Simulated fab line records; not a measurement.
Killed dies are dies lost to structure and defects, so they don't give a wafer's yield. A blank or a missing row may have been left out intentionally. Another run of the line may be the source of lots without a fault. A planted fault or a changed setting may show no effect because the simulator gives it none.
A struck lot beside a sound one | flow nandHarc | 14 out of 1302 route steps
Sound: the wafers L186.1, L186.4, L186.5. Struck: wafer L195.6. (L195.1 of the same lot was not struck and is left out.) The cause comes at the end.
Order at every step that has rows: each side's tool, ch and its chambers, its first start. Under that, the readings that differ: sound wafers | struck wafers | difference of the means | sigmas: that difference in standard deviations of wafers without a fault.
alike: readings whose means differ by less than 2 such deviations, and words and numbers that are the same on both sides. not compared: withheld readings, readings that some wafer has no value for, bounds like >300 that may hide the same value, and numbers for which the record gives no deviation and whose values overlap.
The two part at a step that has a row with sigmas, a row that says differs or no value, or rows on one side only. Numbers that don't overlap but have no deviation are shown without sigmas and don't part them. A reading missing from all wafers of one side parts the sides only when that side holds two or more wafers.

first, 8 steps without rows for these wafers: NHARC_P_M1_HMDS_02 (time 30 s); NHARC_P_M1_COAT_34 (time 65 s); NHARC_P_M1_COAT_03 (resist thk 90 nm); NHARC_P_M1_SOFTBAKE_04 (time 55 s); NHARC_P_M1_EBR_05; NHARC_P_M1_EXPOSE_06 (exposes mask P M1, target cd 130 nm); NHARC_P_M1_PEB_07 (peb time 65 s); NHARC_P_M1_DEVELOP_08 (develop time 35 s).
NHARC_P_M1_CD_MEAS_09: the cd target is 130 nm.
  sound on cdSem-03 ch 0, day 7 21:48; struck on cdSem-01 ch 0, day 12 11:53
  alike: cdNm
NHARC_P_M1_OVL_MEAS_10: pitch 260 nm.
  sound: overlay-02 at day 7 21:53; struck: overlay-02 at day 12 11:58
reading         | sound       | struck | difference | sigmas
overlayYNm (nm) | 1.6 2.4 1.8 | -0.4   | -2.3       | -3
  alike: overlayXNm
NHARC_P_M1_INSPECT_11:
  sound: defectInspect-01 at day 7 21:55; struck: defectInspect-01 at day 12 12:01
  alike: rawDefectCount
NHARC_P_M1_DESCUM_14: chemistry O2, time 3 s.
  sound on rieDiel-08 ch 0,1,2, day 7 22:00; struck on rieDiel-08 ch 3, day 12 12:05
  alike: drypumpMotorCurrentA, oesProductAu, rfVppV, showerheadPlenumPTorr, throttleValvePct
  not compared: rfHoursCounterH
NHARC_P_M1_ETCH_35: etches the open film in N2/H2, target depth 40 nm, overetch 12 nm, time 43.94 s.
  sound on rieDiel-08 ch 0,3, day 7 22:04; struck on rieDiel-08 ch 2, day 12 12:10
reading           | sound             | struck | difference | sigmas
n2FlowSccm (sccm) | 149.7 150.3 149.6 | 148.9  | -1.0       | -2
runLengthS (s)    | 65.3 65.4 65.1    | 54.3   | -11.0      | -30
  alike: drypumpMotorCurrentA, oesProductAu, rfVppV, showerheadPlenumPTorr, throttleValvePct
  not compared: biasW, rfHoursCounterH
NHARC_P_M1_ETCH_15: etches the open film in C4F8/Ar, target depth 182.5 nm, time 91.2 s.
  sound on rieDiel-08 ch 0,2,3; struck on rieDiel-08 ch 1
  alike: biasW, oesProductAu, rfVppV, runLengthS
  not compared: rfHoursCounterH

== WHERE THEY PART ==
First at NHARC_P_M1_OVL_MEAS_10; last, within this record, at NHARC_P_M1_ETCH_35. Later steps at which nothing parts them and some readings are alike: NHARC_P_M1_ETCH_15.

WHY: what had been put in by the simulator
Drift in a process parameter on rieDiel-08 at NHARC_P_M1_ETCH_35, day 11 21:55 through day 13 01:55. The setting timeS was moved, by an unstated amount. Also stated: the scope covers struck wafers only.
